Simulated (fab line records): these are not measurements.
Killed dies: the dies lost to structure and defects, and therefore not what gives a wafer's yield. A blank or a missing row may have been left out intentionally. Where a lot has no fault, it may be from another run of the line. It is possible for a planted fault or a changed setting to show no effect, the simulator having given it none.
Matching of chambers | flow n5 finfet | pecvd-04 running N5_BEOL_M2_DEP_57: 3 sister chambers
The step deposits SiCN from 3MS/NH3, target thk 8 nm, time 14 s. 6 wafers are shown with their chamber, then 10 later ones without.

WAFERS, EACH WITH ITS CHAMBER
wafer  | chamber | throttle valve pct (%) | showerhead plenum p Torr (Torr)
L085.4 | 1       | 9.3                    | 3.670
L090.2 | 0       | 8.3                    | 3.672
L090.5 | 1       | 9.1                    | 3.667
L090.6 | 2       | 8.2                    | 3.657
L092.2 | 2       | 8.5                    | 3.662
L092.3 | 0       | 8.5                    | 3.676

WAFERS WITH NO CHAMBER GIVEN
wafer  | throttle valve pct (%) | showerhead plenum p Torr (Torr)
L092.4 | 9.3                    | 3.673
L094.3 | 8.5                    | 3.671
L094.4 | 9.2                    | 3.676
L094.6 | 8.4                    | 3.672
L096.1 | 8.3                    | 3.674
L096.2 | 9.4                    | 3.667
L096.6 | 8.5                    | 3.658
L097.1 | 8.6                    | 3.677
L097.4 | 9.1                    | 3.666
L097.6 | 8.3                    | 3.656

THE CHAMBER EACH PASSED THROUGH
wafer  | from the rows above | in truth
L092.4 | 1                   | 1
L094.3 | 0                   | 0
L094.4 | 1                   | 1
L094.6 | 0                   | 0
L096.1 | 0                   | 0
L096.2 | 1                   | 1
L096.6 | 2                   | 2
L097.1 | 0                   | 0
L097.4 | 1                   | 1
L097.6 | 2                   | 2
Correctly placed: 10 of 10. Number that these rows cannot place: 0. Placed wrongly: 0.
How it was worked out, from the rows above alone: a wafer's distance from a chamber is the root of the sum, over the readings, of the square of ((its reading less the chamber's mean) divided by the reading's scatter). The wafer belongs to the nearest chamber; if the next one is less than 2 further off, it can't be placed. Each chamber's mean is taken over the wafers shown for it. The scatter: the root of (the sum of the squares of (reading less its chamber's mean) over the shown wafers, divided by (wafers less chambers)).
